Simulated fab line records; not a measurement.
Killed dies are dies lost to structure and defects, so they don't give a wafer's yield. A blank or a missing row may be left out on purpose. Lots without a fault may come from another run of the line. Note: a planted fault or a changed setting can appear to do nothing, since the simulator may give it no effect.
fab line records -- flow nand-harc -- part 1 of 2: steps 1 to 22 of 27
[record] lots = 5, wafers = 15, last-day = 31
route steps=1302 shown A_WL_FILL@976 A_CONTACT@983
lots untouched by any fault: they come from a run of this same line in which no faults occurred
start-h: hours from the record's opening day to when the first of the lot's shown wafers began -- wait-h: hours from the lot's prior step to this one -- " repeats the value in the row above -- L1.1+2: a row that stands for several wafers -- - no value, or no start given -- * or withheld: withheld -- < > ~ a bound
route shown NAME@n: names a module that has steps shown in the file, with the first one's number in the route -- usual: the fault-free wafers' mean and standard deviation -- same: alike in all rows -- chamber/n: place in a boat -- sites: per-site readings -- _std_site: the standard deviation of these -- _edge_site: the outer-site mean with the inner-site mean subtracted -- radius-mm: how far each site lies from the wafer's centre -- mask NAME#n: copy n -- behind: tool/chamber where the wafer was last shaped -- hold: the reason the lot was held/the length of the hold in hours/how it ended -- device: transistor that didn't switch, given as n, p or np -- end of line: the same wafers' tests at the end of the route -- step lacking rows: just its recipe -- killed: dies that structure and defects cost at the first sort, which is not the same as the wafer's yield -- map: per-die view of a wafer (x killed, . not killed, _ where there is no die)
set.NAME: the setting that was run; set.NAME@STEP: the one run at that earlier step -- model.NAME: the simulator's own value behind a step, which no gauge read
lots at some steps of the route; a table a step, a row a wafer
services: when a tool's chamber went out of use (start-h, in hours from the record's first day, below 0 if earlier), for how many hours, and the reason
[[steps]]
[step NHARC_A_WL_FILL_CVD_20]
[recipe] target-thk-a = 1000, temp-c = 400, pressure-torr = 40, wf6-flow-sccm = 40, h2-flow-sccm = 1600, ar-flow-sccm = 1560, time-s = 74, material = W
[usual] chamber-pressure-Torr = 40.00/0.087, heater-power-w = 760/44, throttle-valve-pct = 7.88/0.23
lot.wafer,tool,chamber,start-h,wait-h,chamber-pressure-Torr,heater-power-w,since-wet-clean-h,throttle-valve-pct
L074.2,cvd-w-01,1,-,-,39.93,729,118,8.26
L074.4,cvd-w-01,0,-,-,40.00,749,-,7.89
L074.5,cvd-w-01,1,-,-,39.88,730,-,8.11
L078.2,cvd-w-02,1,-,-,40.23,691,51,7.69
L078.4,cvd-w-02,0,-,-,40.11,816,-,7.63
L078.6,cvd-w-02,0,-,-,39.95,808,-,7.69
L083.1,cvd-w-01,1,-,-,40.10,770,7,7.78
L083.4,cvd-w-01,1,-,-,39.92,767,-,7.91
L083.5,cvd-w-01,1,-,-,40.02,777,-,7.84
L091.2,cvd-w-02,0,-,-,39.97,807,11,7.96
L091.3,cvd-w-02,1,-,-,39.95,667,-,7.62
L091.6,cvd-w-02,0,-,-,39.97,808,-,7.90
L090.1,cvd-w-01,1,-,-,40.05,760,99,7.92
L090.4,cvd-w-01,0,-,-,40.04,790,-,7.72
L090.5,cvd-w-01,0,-,-,39.97,783,-,8.08
[step NHARC_A_WL_FILL_CMP_12]
[recipe] t-overpolish-s = 30, target-thk-nm = 100
[usual] motor-current-A = 11.8/1, overpolish-run-s = 30.000/0.0084, time-to-endpoint-s = 20/3.2
lot.wafer,tool,chamber,start-h,wait-h,motor-current-A,overpolish-run-s,time-to-endpoint-s
L074.4,cmp-01,2,497.39,0.1,10.5,30.005,18
L074.2,cmp-01,1,497.39,0.1,10.6,30.005,24
L074.5,cmp-01,2,497.39,0.1,10.6,30.003,18
L078.2,cmp-02,3,514.64,0.2,12.6,30.010,15
L078.4,cmp-02,0,514.64,0.2,11.4,30.002,25
L078.6,cmp-02,0,514.64,0.2,11.8,29.998,22
L083.4,cmp-04,1,567.04,0.1,10.5,30.004,21
L083.1,cmp-04,2,567.04,0.1,11.4,30.008,18
L083.5,cmp-04,1,567.04,0.1,11.5,30.000,21
L091.2,cmp-04,2,654.87,0.1,11.3,29.994,16
L091.3,cmp-04,0,654.87,0.1,13.4,29.999,22
L091.6,cmp-04,3,654.87,0.1,13.4,30.003,15
L090.1,cmp-02,1,659.90,0.2,12.4,30.003,17
L090.4,cmp-02,3,659.90,0.2,12.1,29.993,13
L090.5,cmp-02,0,659.90,0.2,11.9,29.999,21
[step NHARC_A_WL_FILL_SRD_31]
lot.wafer,tool,chamber,start-h,wait-h
L074.2+5+4,wet-bench-07,"4,5,6",497.72,0.1
L078.2+4+6,wet-bench-03,"3,6,7",514.96,0.0
L083.4+5+1,wet-bench-01,"2,3,4",567.36,0.0
L091.6+3+2,wet-bench-01,"0,2,3",655.19,0.0
L090.5+4+1,wet-bench-03,"2,3,4",660.21,0.0
[step NHARC_A_WL_FILL_INSPECT_15]
[usual] raw-defect-count = 458/110
lot.wafer,tool,chamber,start-h,wait-h,raw-defect-count
L074.2,defect-inspect-02,-,497.86,0.0,429
L074.4,defect-inspect-02,-,497.86,0.0,345
L074.5,defect-inspect-02,-,497.86,0.0,401
L078.2,defect-inspect-01,-,515.12,0.0,413
L078.4,defect-inspect-01,-,515.12,0.0,609
L078.6,defect-inspect-01,-,515.12,0.0,427
L083.1,defect-inspect-02,-,567.50,0.0,581
L083.4,defect-inspect-02,-,567.50,0.0,543
L083.5,defect-inspect-02,-,567.50,0.0,506
L091.2,defect-inspect-01,-,655.33,0.0,587
L091.3,defect-inspect-01,-,655.33,0.0,783
L091.6,defect-inspect-01,-,655.33,0.0,574
L090.1,defect-inspect-02,-,660.34,0.0,251
L090.4,defect-inspect-02,-,660.34,0.0,285
L090.5,defect-inspect-02,-,660.34,0.0,262
[step NHARC_A_CONTACT_DEP_24]
[recipe] target-thk-a = 5000, temp-c = 400, pressure-torr = 6.5, rf-w = 900, teos-flow-sccm = 161.4, flow-sccm = 2650, target-thk-nm = 500, gas = O2, material = SiO2
[usual] chamber-pressure-Torr = 6.500/0.014, heater-power-w = 573/120, rf-fwd-power-W = 899.0/2.3, throttle-valve-pct = 15.4/0.78
lot.wafer,tool,chamber,start-h,wait-h,chamber-pressure-Torr,heater-power-w,rf-fwd-power-W,since-wet-clean-h,throttle-valve-pct
L074.2,pecvd-02,0,497.99,0.1,6.492,487,903.6,77,15.3
L074.5,pecvd-02,0,497.99,0.1,6.497,501,896.9,-,15.4
L074.4,pecvd-02,1,497.99,0.1,6.512,697,897.5,-,15.0
L078.2,pecvd-01,1,515.25,0.1,6.494,445,900.2,10,14.5
L078.4,pecvd-01,0,515.25,0.1,6.511,600,898.2,-,16.7
L078.6,pecvd-01,1,515.25,0.1,6.510,489,899.3,-,14.9
L083.1,pecvd-01,2,567.57,0.1,6.493,647,901.9,62,14.6
L083.4,pecvd-01,2,567.57,0.1,6.502,691,897.1,-,14.6
L083.5,pecvd-01,1,567.57,0.1,6.475,544,903.2,-,15.1
L091.2,pecvd-04,0,655.50,0.2,6.488,490,899.7,11,16.9
L091.3,pecvd-04,1,655.50,0.2,6.488,486,899.7,11,14.8
L091.6,pecvd-04,0,655.50,0.2,6.509,489,900.3,-,16.8
L090.1,pecvd-04,1,660.55,0.2,6.453,401,899.4,16,15.0
L090.4,pecvd-04,2,660.55,0.2,6.514,675,900.7,-,16.0
L090.5,pecvd-04,0,660.55,0.2,6.517,511,903.3,-,16.7
[step NHARC_A_CONTACT_DEP_28]
[recipe] target-thk-a = 70000, temp-c = 400, material = aC
[usual] throttle-valve-pct = 34.999/0.011
lot.wafer,tool,chamber,start-h,wait-h,throttle-valve-pct
L074.2,acl-dep-01,0,500.40,1.9,34.994
L074.4,acl-dep-01,0,501.83,3.3,35.023
L074.5,acl-dep-01,0,501.83,3.3,35.001
L078.2,acl-dep-03,0,516.50,0.8,34.992
L078.4,acl-dep-03,0,517.90,2.2,35.001
L078.6,acl-dep-03,0,519.31,3.6,35.016
L083.1,acl-dep-01,0,568.18,0.1,35.000
L083.4,acl-dep-01,0,570.32,2.2,35.003
L083.5,acl-dep-01,0,570.32,2.2,35.000
L091.2,acl-dep-03,0,656.75,0.8,34.986
L091.3,acl-dep-03,0,656.75,0.8,34.990
L091.6,acl-dep-03,0,659.57,3.6,34.989
L090.1,acl-dep-02,0,661.22,0.1,34.975
L090.4,acl-dep-02,0,663.32,2.2,35.004
L090.5,acl-dep-02,0,663.32,2.2,35.009
[step NHARC_A_CONTACT_DEP_29]
[recipe] target-thk-a = 1000, target-thk-nm = 100, temp-c = 400, pressure-torr = 3.5, flow-sccm = 200, rf-w = 350, material = SiON
[usual] chamber-pressure-Torr = 3.500/0.0077, heater-power-w = 768/120, rf-fwd-power-W = 348.6/1.2
lot.wafer,tool,chamber,start-h,wait-h,chamber-pressure-Torr,heater-power-w,rf-fwd-power-W,since-wet-clean-h
L074.2,pecvd-04,1,504.00,2.9,3.494,594,350.5,41
L074.4,pecvd-04,1,504.00,2.9,3.493,601,350.9,-
L074.5,pecvd-04,2,504.00,2.9,3.499,775,347.8,-
L078.2,pecvd-04,1,520.09,2.9,3.493,695,348.5,57
L078.6,pecvd-04,2,520.09,2.9,3.507,765,349.2,-
L078.4,pecvd-04,0,520.09,2.9,3.495,603,347.4,-
L083.1,pecvd-01,0,572.57,3.7,3.502,670,348.6,67
L083.4,pecvd-01,1,572.57,3.7,3.493,753,349.0,-
L083.5,pecvd-01,0,572.57,3.7,3.508,694,351.1,-
L091.2,pecvd-01,1,660.30,2.8,3.498,667,347.5,155
L091.3,pecvd-01,1,660.30,2.8,3.502,678,347.8,-
L091.6,pecvd-01,0,660.30,2.8,3.491,762,348.9,-
L090.1,pecvd-04,2,665.48,3.6,3.513,837,348.5,21
L090.5,pecvd-04,2,665.48,3.6,3.511,821,348.3,-
L090.4,pecvd-04,0,665.48,3.6,3.505,690,346.7,-
[step NHARC_A_CONTACT_DEHYDRATE_32]
[recipe] temp-c = 150, time-s = 120
[usual] chill-plate-temp-C = 22.97/0.11, plate-temp-C = 150.00/0.15
lot.wafer,tool,chamber,start-h,wait-h,chill-plate-temp-C,plate-temp-C
L074.2,litho-track-04,0,504.27,0.2,23.12,149.85
L074.4,litho-track-04,0,504.27,0.2,23.11,149.70
L074.5,litho-track-04,0,504.27,0.2,23.03,149.96
L078.2,litho-track-01,0,520.30,0.2,23.00,150.06
L078.4,litho-track-01,0,520.30,0.2,22.97,150.08
L078.6,litho-track-01,0,520.30,0.2,23.02,149.80
L083.1,litho-track-01,0,572.78,0.2,22.90,149.97
L083.4,litho-track-01,0,572.78,0.2,22.72,149.96
L083.5,litho-track-01,0,572.78,0.2,22.85,150.10
L091.2,litho-track-01,0,660.65,0.3,23.01,150.17
L091.3,litho-track-01,0,660.65,0.3,23.09,150.13
L091.6,litho-track-01,0,660.65,0.3,23.13,150.27
L090.1,litho-track-06,0,665.72,0.2,22.77,149.99
L090.4,litho-track-06,0,665.72,0.2,22.81,150.05
L090.5,litho-track-06,0,665.72,0.2,22.95,150.19
[step NHARC_A_CONTACT_HMDS_33]
[recipe] time-s = 30
[usual] chill-plate-temp-C = 22.99/0.11
lot.wafer,tool,chamber,start-h,wait-h,chill-plate-temp-C
L074.2,litho-track-04,0,-,-,22.95
L074.4,litho-track-04,0,-,-,23.05
L074.5,litho-track-04,0,-,-,23.10
L078.2,litho-track-01,0,-,-,22.98
L078.4,litho-track-01,0,-,-,22.90
L078.6,litho-track-01,0,-,-,22.89
L083.1,litho-track-01,0,-,-,23.12
L083.4,litho-track-01,0,-,-,23.12
L083.5,litho-track-01,0,-,-,22.95
L091.2,litho-track-01,0,-,-,23.08
L091.3,litho-track-01,0,-,-,22.87
L091.6,litho-track-01,0,-,-,22.97
L090.1,litho-track-06,0,-,-,23.00
L090.4,litho-track-06,0,-,-,23.13
L090.5,litho-track-06,0,-,-,22.97
[step NHARC_A_CONTACT_COAT_34]
[recipe] temp-c = 260, time-s = 75
[usual] chill-plate-temp-C = 23.02/0.1, plate-temp-C = 259.99/0.17
lot.wafer,tool,chamber,start-h,wait-h,chill-plate-temp-C,plate-temp-C
L074.2,litho-track-04,0,-,-,22.86,260.14
L074.4,litho-track-04,0,-,-,22.98,260.19
L074.5,litho-track-04,0,-,-,22.98,260.19
L078.2,litho-track-01,0,-,-,23.13,260.24
L078.4,litho-track-01,0,-,-,22.96,260.11
L078.6,litho-track-01,0,-,-,23.14,260.15
L083.1,litho-track-01,0,-,-,23.18,259.91
L083.4,litho-track-01,0,-,-,22.99,260.04
L083.5,litho-track-01,0,-,-,23.00,259.93
L091.2,litho-track-01,0,-,-,23.20,259.93
L091.3,litho-track-01,0,-,-,22.92,259.97
L091.6,litho-track-01,0,-,-,23.03,259.90
L090.1,litho-track-06,0,-,-,23.04,259.84
L090.4,litho-track-06,0,-,-,23.00,259.88
L090.5,litho-track-06,0,-,-,22.99,259.66
[step NHARC_A_CONTACT_COAT_35]
[recipe] temp-c = 225, time-s = 65
[usual] chill-plate-temp-C = 23.02/0.11, plate-temp-C = 225.01/0.18
lot.wafer,tool,chamber,start-h,wait-h,chill-plate-temp-C,plate-temp-C
L074.2,litho-track-04,0,-,-,22.97,225.09
L074.4,litho-track-04,0,-,-,23.04,224.85
L074.5,litho-track-04,0,-,-,22.94,225.19
L078.2,litho-track-01,0,-,-,22.94,225.18
L078.4,litho-track-01,0,-,-,22.87,225.10
L078.6,litho-track-01,0,-,-,22.94,225.20
L083.1,litho-track-01,0,-,-,22.90,225.02
L083.4,litho-track-01,0,-,-,22.97,224.93
L083.5,litho-track-01,0,-,-,23.01,224.86
L091.2,litho-track-01,0,-,-,22.95,224.86
L091.3,litho-track-01,0,-,-,23.24,224.81
L091.6,litho-track-01,0,-,-,22.95,224.62
L090.1,litho-track-06,0,-,-,23.16,224.96
L090.4,litho-track-06,0,-,-,23.14,224.77
L090.5,litho-track-06,0,-,-,23.01,225.04
[step NHARC_A_CONTACT_COAT_36]
[recipe] spin-rpm = 1500, resist-thk-nm = 90
[usual] chill-plate-temp-C = 23.00/0.1
lot.wafer,tool,chamber,start-h,wait-h,chill-plate-temp-C
L074.2,litho-track-04,0,-,-,23.02
L074.4,litho-track-04,0,-,-,23.01
L074.5,litho-track-04,0,-,-,23.00
L078.2,litho-track-01,0,-,-,22.98
L078.4,litho-track-01,0,-,-,23.04
L078.6,litho-track-01,0,-,-,23.05
L083.1,litho-track-01,0,-,-,23.03
L083.4,litho-track-01,0,-,-,22.96
L083.5,litho-track-01,0,-,-,22.94
L091.2,litho-track-01,0,-,-,23.01
L091.3,litho-track-01,0,-,-,23.13
L091.6,litho-track-01,0,-,-,22.98
L090.1,litho-track-06,0,-,-,23.02
L090.4,litho-track-06,0,-,-,23.10
L090.5,litho-track-06,0,-,-,23.05
[step NHARC_A_CONTACT_SOFTBAKE_37]
[recipe] temp-c = 105, time-s = 55
[usual] chill-plate-temp-C = 23.01/0.097, plate-temp-C = 105.02/0.14
lot.wafer,tool,chamber,start-h,wait-h,chill-plate-temp-C,plate-temp-C
L074.2,litho-track-04,0,-,-,22.90,104.83
L074.4,litho-track-04,0,-,-,22.93,104.73
L074.5,litho-track-04,0,-,-,22.92,104.74
L078.2,litho-track-01,0,-,-,23.06,104.89
L078.4,litho-track-01,0,-,-,22.91,105.03
L078.6,litho-track-01,0,-,-,23.03,105.03
L083.1,litho-track-01,0,-,-,23.09,105.19
L083.4,litho-track-01,0,-,-,22.99,105.25
L083.5,litho-track-01,0,-,-,23.01,105.21
L091.2,litho-track-01,0,-,-,23.03,104.83
L091.3,litho-track-01,0,-,-,22.94,104.85
L091.6,litho-track-01,0,-,-,23.03,104.74
L090.1,litho-track-06,0,-,-,22.73,104.86
L090.4,litho-track-06,0,-,-,22.92,105.11
L090.5,litho-track-06,0,-,-,22.98,105.00
[step NHARC_A_CONTACT_EBR_38]
[usual] chill-plate-temp-C = 22.98/0.09
lot.wafer,tool,chamber,start-h,wait-h,chill-plate-temp-C
L074.2,litho-track-04,0,-,-,23.18
L074.4,litho-track-04,0,-,-,22.99
L074.5,litho-track-04,0,-,-,22.97
L078.2,litho-track-01,0,-,-,23.02
L078.4,litho-track-01,0,-,-,22.97
L078.6,litho-track-01,0,-,-,22.92
L083.1,litho-track-01,0,-,-,22.97
L083.4,litho-track-01,0,-,-,23.04
L083.5,litho-track-01,0,-,-,22.92
L091.2,litho-track-01,0,-,-,23.04
L091.3,litho-track-01,0,-,-,23.04
L091.6,litho-track-01,0,-,-,23.01
L090.1,litho-track-06,0,-,-,22.93
L090.4,litho-track-06,0,-,-,22.95
L090.5,litho-track-06,0,-,-,22.90
[step NHARC_A_CONTACT_EXPOSE_39]
[recipe] na = 1.35, sigma-outer = 0.8, dose-mj = 58.79, mask-id = A_CC_3
[usual] reticle-temp-C = 23.00/0.11
lot.wafer,tool,chamber,start-h,wait-h,mask,reticle-temp-C
L074.2,arfi-scanner-02,0,504.59,-,A_CC_3#0,22.99
L074.4,arfi-scanner-02,0,504.59,-,A_CC_3#0,23.00
L074.5,arfi-scanner-02,0,504.59,-,A_CC_3#0,22.93
L078.2,arfi-scanner-03,0,520.62,-,A_CC_3#0,23.09
L078.4,arfi-scanner-03,0,520.62,-,A_CC_3#0,23.10
L078.6,arfi-scanner-03,0,520.62,-,A_CC_3#0,23.11
L083.1,arfi-scanner-01,0,573.09,-,A_CC_3#0,23.01
L083.4,arfi-scanner-01,0,573.09,-,A_CC_3#0,22.87
L083.5,arfi-scanner-01,0,573.09,-,A_CC_3#0,23.03
L091.2,arfi-scanner-02,0,660.84,-,A_CC_3#0,22.95
L091.3,arfi-scanner-02,0,660.84,-,A_CC_3#0,23.03
L091.6,arfi-scanner-02,0,660.84,-,A_CC_3#0,23.05
L090.1,arfi-scanner-01,0,666.03,-,A_CC_3#0,23.05
L090.4,arfi-scanner-01,0,666.03,-,A_CC_3#0,23.07
L090.5,arfi-scanner-01,0,666.03,-,A_CC_3#0,22.94
[step NHARC_A_CONTACT_PEB_40]
[recipe] peb-temp-c = 100, peb-time-s = 65
[usual] chill-plate-temp-C = 23.01/0.11, plate-temp-C = 100.00/0.14
lot.wafer,tool,chamber,start-h,wait-h,chill-plate-temp-C,plate-temp-C
L074.2,litho-track-01,0,504.64,0.1,22.97,100.18
L074.4,litho-track-01,0,504.64,0.1,22.92,99.86
L074.5,litho-track-01,0,504.64,0.1,23.01,99.98
L078.2,litho-track-01,0,520.67,0.1,22.84,99.88
L078.4,litho-track-01,0,520.67,0.1,22.83,100.09
L078.6,litho-track-01,0,520.67,0.1,22.88,100.05
L083.1,litho-track-04,0,573.15,0.1,23.17,99.92
L083.4,litho-track-04,0,573.15,0.1,23.20,99.87
L083.5,litho-track-04,0,573.15,0.1,22.89,99.94
L091.2,litho-track-04,0,660.90,0.1,23.14,99.96
L091.3,litho-track-04,0,660.90,0.1,23.22,99.92
L091.6,litho-track-04,0,660.90,0.1,23.14,100.07
L090.1,litho-track-04,0,666.09,0.1,22.81,100.01
L090.4,litho-track-04,0,666.09,0.1,22.79,100.11
L090.5,litho-track-04,0,666.09,0.1,22.90,99.73
[step NHARC_A_CONTACT_DEVELOP_41]
[recipe] develop-time-s = 35, dev-temp-c = 23
[usual] chill-plate-temp-C = 23.01/0.11
lot.wafer,tool,chamber,start-h,wait-h,chill-plate-temp-C
L074.2,litho-track-01,0,-,-,23.07
L074.4,litho-track-01,0,-,-,23.00
L074.5,litho-track-01,0,-,-,23.12
L078.2,litho-track-01,0,-,-,23.06
L078.4,litho-track-01,0,-,-,23.08
L078.6,litho-track-01,0,-,-,23.00
L083.1,litho-track-04,0,-,-,23.09
L083.4,litho-track-04,0,-,-,22.93
L083.5,litho-track-04,0,-,-,23.16
L091.2,litho-track-04,0,-,-,22.88
L091.3,litho-track-04,0,-,-,23.06
L091.6,litho-track-04,0,-,-,23.05
L090.1,litho-track-04,0,-,-,22.96
L090.4,litho-track-04,0,-,-,23.23
L090.5,litho-track-04,0,-,-,23.16
[step NHARC_A_CONTACT_CD_MEAS_42]
[recipe] target-cd-nm = 300, landing-energy-ev = 500
[usual] cd-nm = 299.8/0.62
lot.wafer,tool,chamber,start-h,wait-h,cd-nm
L074.2,cd-sem-03,0,504.72,-,300.0
L074.4,cd-sem-03,0,504.72,-,300.2
L074.5,cd-sem-03,0,504.72,-,299.4
L078.2,cd-sem-02,0,520.75,-,300.5
L078.4,cd-sem-02,0,520.75,-,299.7
L078.6,cd-sem-02,0,520.75,-,300.2
L083.1,cd-sem-02,0,573.23,-,299.0
L083.4,cd-sem-02,0,573.23,-,299.5
L083.5,cd-sem-02,0,573.23,-,299.7
L091.2,cd-sem-01,0,660.98,-,298.8
L091.3,cd-sem-01,0,660.98,-,298.9
L091.6,cd-sem-01,0,660.98,-,298.4
L090.1,cd-sem-02,0,666.17,-,298.4
L090.4,cd-sem-02,0,666.17,-,299.6
L090.5,cd-sem-02,0,666.17,-,299.4
[step NHARC_A_CONTACT_OVL_MEAS_43]
[usual] overlay-x-nm = 0.0/0.85, overlay-y-nm = -0.2/0.82
lot.wafer,tool,chamber,start-h,wait-h,overlay-x-nm,overlay-y-nm
L074.2,overlay-02,-,504.81,-,-0.4,-0.4
L074.4,overlay-02,-,504.81,-,-0.6,-0.6
L074.5,overlay-02,-,504.81,-,-0.6,-0.5
L078.2,overlay-02,-,520.84,-,-0.5,-0.9
L078.4,overlay-02,-,520.84,-,-0.8,-0.1
L078.6,overlay-02,-,520.84,-,-0.1,-0.8
L083.1,overlay-01,-,573.32,-,0.2,-0.1
L083.4,overlay-01,-,573.32,-,0.0,-0.2
L083.5,overlay-01,-,573.32,-,0.0,0.6
L091.2,overlay-01,-,661.07,-,1.2,-0.1
L091.3,overlay-01,-,661.07,-,1.2,-0.2
L091.6,overlay-01,-,661.07,-,1.1,-0.1
L090.1,overlay-01,-,666.25,-,1.0,0.4
L090.4,overlay-01,-,666.25,-,0.8,0.6
L090.5,overlay-01,-,666.25,-,0.6,0.2
[step NHARC_A_CONTACT_INSPECT_44]
[usual] raw-defect-count = 85/36
lot.wafer,tool,chamber,start-h,wait-h,raw-defect-count
L074.2,defect-inspect-02,-,504.85,0.0,129
L074.4,defect-inspect-02,-,504.85,0.0,116
L074.5,defect-inspect-02,-,504.85,0.0,112
L078.2,defect-inspect-01,-,520.88,0.0,17
L078.4,defect-inspect-01,-,520.88,0.0,20
L078.6,defect-inspect-01,-,520.88,0.0,21
L083.1,defect-inspect-01,-,573.36,0.0,83
L083.4,defect-inspect-01,-,573.36,0.0,86
L083.5,defect-inspect-01,-,573.36,0.0,61
L091.2,defect-inspect-01,-,661.10,0.0,83
L091.3,defect-inspect-01,-,661.10,0.0,82
L091.6,defect-inspect-01,-,661.10,0.0,79
L090.1,defect-inspect-01,-,666.29,0.0,54
L090.4,defect-inspect-01,-,666.29,0.0,57
L090.5,defect-inspect-01,-,666.29,0.0,64
[step NHARC_A_CONTACT_DESCUM_47]
[recipe] time-s = 3, o2-flow-sccm = 200, ar-flow-sccm = 0, bias-power-w = 0, chemistry = O2
[usual] drypump-motor-current-A = 5.8/0.6, oes-product-au = 1.000/0.014, rf-vpp-V = 57.8/0.91, showerhead-plenum-p-Torr = 1.92/0.065, throttle-valve-pct = 11.310/0.0088
lot.wafer,tool,chamber,start-h,wait-h,drypump-motor-current-A,oes-product-au,rf-hours-counter-h,rf-vpp-V,showerhead-plenum-p-Torr,throttle-valve-pct
L074.4,rie-diel-04,1,504.92,0.1,5.8,0.992,56,56.9,1.97,11.310
L074.2,rie-diel-04,2,504.92,0.1,5.0,1.005,36,57.3,1.92,11.315
L074.5,rie-diel-04,3,504.92,0.1,5.6,1.006,-,58.0,1.98,11.308
L078.4,rie-diel-07,2,520.94,0.1,6.6,0.986,8,57.8,1.99,11.301
L078.2,rie-diel-07,3,520.94,0.1,5.4,1.002,7,57.4,1.91,11.305
L078.6,rie-diel-07,1,520.94,0.1,4.9,1.002,-,57.7,1.86,11.311
L083.4,rie-diel-04,0,573.43,0.1,5.9,1.041,12,57.1,1.95,11.307
L083.1,rie-diel-04,1,573.43,0.1,5.9,1.026,14,58.4,1.96,11.323
L083.5,rie-diel-04,0,573.43,0.1,5.9,1.027,-,58.6,1.95,11.305
L091.3,rie-diel-02,1,661.17,0.1,6.6,0.993,22,56.8,1.78,11.316
L091.2,rie-diel-02,3,661.17,0.1,6.7,0.994,23,60.4,1.88,11.319
L091.6,rie-diel-02,0,661.17,0.1,6.7,1.004,-,57.8,2.03,11.319
L090.1,rie-diel-04,0,666.35,0.1,5.9,1.018,51,58.0,1.93,11.317
L090.4,rie-diel-04,2,666.35,0.1,5.0,1.005,44,57.6,1.90,11.296
L090.5,rie-diel-04,0,666.35,0.1,5.9,1.019,-,59.1,1.93,11.296
[step NHARC_A_CONTACT_ETCH_48]
[recipe] target-depth-a = 390, over-etch-frac = 0.3, time-s = 65, ion-energy-ev = 80, cf4-flow-sccm = 150, ar-flow-sccm = 0, rf-w = 300, bias-w = 100, chemistry = CF4
[usual] drypump-motor-current-A = 5.8/0.6, oes-product-au = 1.001/0.015, rf-fwd-power-W = 297.1/1.1, rf-vpp-V = 151.4/0.97, showerhead-plenum-p-Torr = 1.77/0.056, throttle-valve-pct = 13.284/0.0092
lot.wafer,tool,chamber,start-h,wait-h,drypump-motor-current-A,oes-product-au,rf-fwd-power-W,rf-hours-counter-h,rf-vpp-V,showerhead-plenum-p-Torr,throttle-valve-pct
L074.2,rie-diel-04,1,504.99,0.1,5.8,0.990,295.7,56,153.1,1.82,13.278
L074.4,rie-diel-04,0,504.99,0.1,5.9,1.022,297.9,52,149.3,1.80,13.275
L074.5,rie-diel-04,1,504.99,0.1,5.8,0.984,295.6,-,151.4,1.82,13.276
L078.4,rie-diel-07,0,521.02,0.1,5.7,1.001,297.7,7,150.4,1.72,13.270
L078.2,rie-diel-07,3,521.02,0.1,5.4,1.010,298.0,7,150.8,1.77,13.281
L078.6,rie-diel-07,1,521.02,0.1,4.9,0.995,297.1,-,150.9,1.72,13.273
L083.1,rie-diel-04,0,573.57,0.1,5.9,1.021,296.8,12,150.3,1.80,13.285
L083.4,rie-diel-04,1,573.57,0.1,5.8,1.038,296.9,14,152.7,1.81,13.289
L083.5,rie-diel-04,3,573.57,0.1,5.6,0.993,297.2,-,151.7,1.82,13.289
L091.3,rie-diel-02,2,661.26,0.1,6.0,1.013,295.7,24,150.9,1.84,13.278
L091.2,rie-diel-02,3,661.26,0.1,6.7,1.020,298.6,23,150.9,1.74,13.301
L091.6,rie-diel-02,0,661.26,0.1,6.6,1.022,297.0,-,152.4,1.87,13.289
L090.4,rie-diel-04,2,666.44,0.1,5.0,0.988,297.2,44,153.1,1.76,13.291
L090.1,rie-diel-04,3,666.44,0.1,5.6,0.992,298.0,45,152.5,1.81,13.274
L090.5,rie-diel-04,2,666.44,0.1,5.0,0.989,296.7,-,149.8,1.76,13.271
